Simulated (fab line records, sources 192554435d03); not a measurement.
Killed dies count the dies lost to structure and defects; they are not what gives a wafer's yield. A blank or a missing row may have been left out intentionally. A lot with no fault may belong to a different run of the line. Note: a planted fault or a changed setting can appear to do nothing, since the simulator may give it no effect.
Struck lot and sound lot, side by side	flow n5-finfet	21 out of 1938 route steps
Sound: wafers L274.1, L274.3, L274.5. Wafers struck: L272.2, L272.3, L272.6. The cause is named last.
Each step with rows lists, per side, the tool, then ch with its chambers, then its first start. Under that, the readings that differ: sound wafers	struck wafers	difference of the means	sigmas: that difference in standard deviations of wafers without a fault.
alike: same words and numbers on both sides, and readings whose means sit less than 2 such deviations apart. not compared: any withheld reading, any reading some wafer has no value for, any bound like >300 that may hide the same value, and any number with overlapping values for which the record gives no deviation.
Wherever a step has rows on one side only, a row that says differs or no value, or a row with sigmas, the two part there. Numbers that don't overlap but have no deviation are shown without sigmas and don't part them. A reading missing from all wafers of one side parts the sides only when that side holds two or more wafers.

first, 9 steps without rows for these wafers: N5_BEOL_M2_CO_CAP_55 (material Co, precursor CCTBA/H2, target thk 2 nm, time 102.1 s); N5_BEOL_M2_PRE_CLEAN_56 (time 15 s); N5_BEOL_M2_DEP_57 (deposits SiCN from 3MS/NH3, target thk 8 nm, time 14 s); N5_BEOL_M3_ILD_DEP_00 (deposits SiOC from DEMS/O2, target thk 79 nm, time 15.3 s); N5_BEOL_M3_PECVD_72 (deposits SiO2 from TEOS/O2, target thk 16 nm, time 18 s); N5_BEOL_M3_HM_DEP_02 (deposits TiN, target thk 20 nm); N5_BEOL_M3_COAT_61 (time 60 s, resist thk 60 nm); N5_BEOL_M3_COAT_62 (time 60 s, resist thk 12 nm); N5_BEOL_M3_COAT_73 (time 60 s, resist thk 5 nm).
N5_BEOL_M3_COAT_05: resist thk 30 nm.
  sound on litho-track-04 ch 0, day 12 11:05; struck on litho-track-02 ch 0, day 11 17:40
reading	sound	struck	difference	sigmas
spin-speed-rpm (rpm)	1501.8 1500.6 1501.9	1438.2 1436.7 1436.7	-64.2	-76
model.CAR-EUV_of_BEOL_M3_COAT_05.thk-nm (nm)	30 30 30	30.8 30.6 30.6	+0.7	
then, 7 steps without rows for these wafers: N5_BEOL_M3_EBR_07; N5_BEOL_M3_SOFTBAKE_06 (time 60 s); N5_BEOL_M3_EXPOSE_08 (exposes mask M3); N5_BEOL_M3_PEB_09 (peb time 60 s); N5_BEOL_M3_DEVELOP_10 (develop time 30 s); N5_BEOL_M3_DESCUM_16 (chemistry O2, time 7 s); N5_BEOL_M3_ETCH_74 (etches underlayer in N2/H2, target depth 6.5 nm, time 5.2 s).
N5_BEOL_M3_ETCH_63: etches SiARC in CF4, target depth 15.6 nm, time 26 s.
  sound on rie-diel-03 ch 0,2,3, day 12 11:38; struck on rie-diel-01 ch 0,1,3, day 11 18:07
reading	sound	struck	difference	sigmas
model.CAR-EUV_of_BEOL_M3_COAT_05.thk-nm (nm)	11 11.2 11.2	11.8 11.6 11.8	+0.6	
  alike: drypump-motor-current-A, etch-rf-on-time-s, oes-product-au, rf-vpp-V, showerhead-plenum-p-Torr, throttle-valve-pct
  not compared: rf-hours-counter-h
then, 1 step without rows for these wafers: N5_BEOL_M3_ETCH_64 (etches SOC in N2/H2, target depth 75 nm, overetch 15 nm, time 112.5 s).
N5_BEOL_M4_RC_MEAS_101:
  sound on prober-01 ch 0, day 13 15:34; struck on prober-01 ch 0, day 12 23:22
  alike: DIBL_N, DIBL_P, IOFF_N, IOFF_P, ION_N, ION_P, SS_N, SS_P, VT_N, VT_P
-- record jumps: 4 days separate the struck wafers' starts on either side; left off in module BEOL_M4, taken up again in module PASSIVATION, whose first shown step is the route's number 1936 --
N5_PASSIVATION_PROBE_49:
  only the struck wafers here have rows in the record (prober-01, day 16 22:43); the sound ones have none

WHERE THEY PART
At N5_BEOL_M3_COAT_05 first; at N5_PASSIVATION_PROBE_49 last (within this record only).

WHY: the cause the simulator had injected
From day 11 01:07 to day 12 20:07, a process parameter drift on litho-track-02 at N5_BEOL_M3_COAT_05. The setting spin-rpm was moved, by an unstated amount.
